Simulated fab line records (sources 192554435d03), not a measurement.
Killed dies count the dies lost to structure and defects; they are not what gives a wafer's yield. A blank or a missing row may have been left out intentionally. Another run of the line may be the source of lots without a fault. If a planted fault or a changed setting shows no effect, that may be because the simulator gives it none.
What tool caused it? :: flow n5_finfet :: 12 lots with 36 wafers sampled at 5 steps, on a route of 1938 steps

WHAT THE GAUGES SHOWED, per wafer
N5_BEOL_M10_OVL_MEAS_29.
lot: L076
measured: day 9 21:38
on: overlay-02
V9_OVL (nm): 0.1 0.3 -0.5

lot: L078
measured: day 10 09:17
on: overlay-02
V9_OVL (nm): -0.2 -0.3 -0.3

lot: L079
measured: day 11 05:12
on: overlay-01
V9_OVL (nm): -0.9 -0.6 0.0

lot: L081
measured: day 12 00:06
on: overlay-02
V9_OVL (nm): 0.3 -0.5 0.1

lot: L084
measured: day 12 16:46
on: overlay-01
V9_OVL (nm): 0.4 -0.9 -0.3

lot: L086
measured: day 13 03:22
on: overlay-01
V9_OVL (nm): -0.6 -0.2 0.9

lot: L087
measured: day 13 09:33
on: overlay-01
V9_OVL (nm): 0.6 -0.1 0.0

lot: L089
measured: day 13 18:04
on: overlay-01
V9_OVL (nm): 0.8 0.9 0.5

lot: L090
measured: day 14 12:28
on: overlay-02
V9_OVL (nm): 0.4 0.6 0.5

lot: L093
measured: day 15 07:23
on: overlay-02
V9_OVL (nm): 0.3 0.7 0.2

lot: L095
measured: day 15 18:24
on: overlay-02
V9_OVL (nm): 0.6 1.9 0.4

lot: L097
measured: day 16 13:14
on: overlay-01
V9_OVL (nm): 0.8 1.0 0.4

EACH LOT AND THE TOOL THAT RAN IT (in order: tool; ch and the chambers of the sampled wafers; start)
lot: L076
N5_BEOL_M9_ETCH_65: rie_diel-04 ch 1,3, day 9 15:11
N5_BEOL_M9_CURE_72: uv_cure-01 ch 1, day 9 15:47
N5_BEOL_M9_DEGAS_44: pvd_sputter-03, day 9 16:07
N5_BEOL_M9_SPUTTER_48: pvd_sputter-03, day 9 16:41

lot: L078
N5_BEOL_M9_ETCH_65: rie_diel-05 ch 0,1,3, day 10 03:13
N5_BEOL_M9_CURE_72: uv_cure-02 ch 0, day 10 03:49
N5_BEOL_M9_DEGAS_44: pvd_sputter-01, day 10 04:19
N5_BEOL_M9_SPUTTER_48: pvd_sputter-03, day 10 05:08

lot: L079
N5_BEOL_M9_ETCH_65: rie_diel-04 ch 2,3, day 10 19:11
N5_BEOL_M9_CURE_72: uv_cure-01 ch 0, day 10 19:47
N5_BEOL_M9_DEGAS_44: pvd_sputter-01, day 10 21:52
N5_BEOL_M9_SPUTTER_48: pvd_sputter-01, day 10 22:29

lot: L081
N5_BEOL_M9_ETCH_65: rie_diel-05 ch 0,2,3, day 11 15:50
N5_BEOL_M9_CURE_72: uv_cure-03 ch 1, day 11 16:25
N5_BEOL_M9_DEGAS_44: pvd_sputter-02, day 11 16:55
N5_BEOL_M9_SPUTTER_48: pvd_sputter-03, day 11 17:45

lot: L084
N5_BEOL_M9_ETCH_65: rie_diel-04 ch 0,3, day 12 09:09
N5_BEOL_M9_CURE_72: uv_cure-01 ch 1, day 12 09:57
N5_BEOL_M9_DEGAS_44: pvd_sputter-03, day 12 10:40
N5_BEOL_M9_SPUTTER_48: pvd_sputter-03, day 12 11:25

lot: L086
N5_BEOL_M9_ETCH_65: rie_diel-05 ch 0,1, day 12 19:38
N5_BEOL_M9_CURE_72: uv_cure-01 ch 0, day 12 20:14
N5_BEOL_M9_DEGAS_44: pvd_sputter-01, day 12 20:36
N5_BEOL_M9_SPUTTER_48: pvd_sputter-02, day 12 21:38

lot: L087
N5_BEOL_M9_ETCH_65: rie_diel-04 ch 0,1,3, day 13 02:29
N5_BEOL_M9_CURE_72: uv_cure-01 ch 2, day 13 03:11
N5_BEOL_M9_DEGAS_44: pvd_sputter-02, day 13 03:44
N5_BEOL_M9_SPUTTER_48: pvd_sputter-02, day 13 04:32

lot: L089
N5_BEOL_M9_ETCH_65: rie_diel-02 ch 0,2,3, day 13 09:56
N5_BEOL_M9_CURE_72: uv_cure-03 ch 1, day 13 10:32
N5_BEOL_M9_DEGAS_44: pvd_sputter-01, day 13 11:46
N5_BEOL_M9_SPUTTER_48: pvd_sputter-01, day 13 12:31

lot: L090
N5_BEOL_M9_ETCH_65: rie_diel-02 ch 0,1,2, day 14 04:06
N5_BEOL_M9_CURE_72: uv_cure-01 ch 1, day 14 04:48
N5_BEOL_M9_DEGAS_44: pvd_sputter-02, day 14 05:11
N5_BEOL_M9_SPUTTER_48: pvd_sputter-02, day 14 05:47

lot: L093
N5_BEOL_M9_ETCH_65: rie_diel-02 ch 0,3, day 14 21:23
N5_BEOL_M9_CURE_72: uv_cure-02 ch 1, day 14 22:14
N5_BEOL_M9_DEGAS_44: pvd_sputter-02, day 14 23:30
N5_BEOL_M9_SPUTTER_48: pvd_sputter-02, day 15 00:10

lot: L095
N5_BEOL_M9_ETCH_65: rie_diel-02 ch 0,1,3, day 15 07:41
N5_BEOL_M9_CURE_72: uv_cure-02 ch 2, day 15 08:34
N5_BEOL_M9_DEGAS_44: pvd_sputter-03, day 15 08:59
N5_BEOL_M9_SPUTTER_48: pvd_sputter-02, day 15 12:33

lot: L097
N5_BEOL_M9_ETCH_65: rie_diel-02 ch 1,2, day 16 05:49
N5_BEOL_M9_CURE_72: uv_cure-02 ch 2, day 16 06:25
N5_BEOL_M9_DEGAS_44: pvd_sputter-01, day 16 06:44
N5_BEOL_M9_SPUTTER_48: pvd_sputter-02, day 16 08:44
- N5_BEOL_M9_ETCH_65: etches SiARC in CF4, target depth 15.6 nm, time 26 s.
- N5_BEOL_M9_CURE_72: cures SiCOH lowk, time 120 s.
- N5_BEOL_M9_DEGAS_44: time 60 s.
- N5_BEOL_M9_SPUTTER_48: material Cu, target thk 12 nm, time 2 s.

THE ANSWER, worked out from the rows above alone
Rule: the lots themselves supply what counts as usual. Put in order of their means at a reading, lots are off if they are a third of the lots or fewer, leave a main group of 4 or more, and stand apart from it by a gap of 3 or more times the standard deviation of the main group's means; of several such gaps the widest counts. The tables above print the reading to a certain number of digits; a main group whose means all agree to those digits is not used. A lot without any number at a reading at which 4 lots or more have one is off too. All remaining lots with rows at the step are treated as sound.
Nothing can be told from this: no lot is off at any reading shown.

WHAT WAS PUT IN BY THE SIMULATOR
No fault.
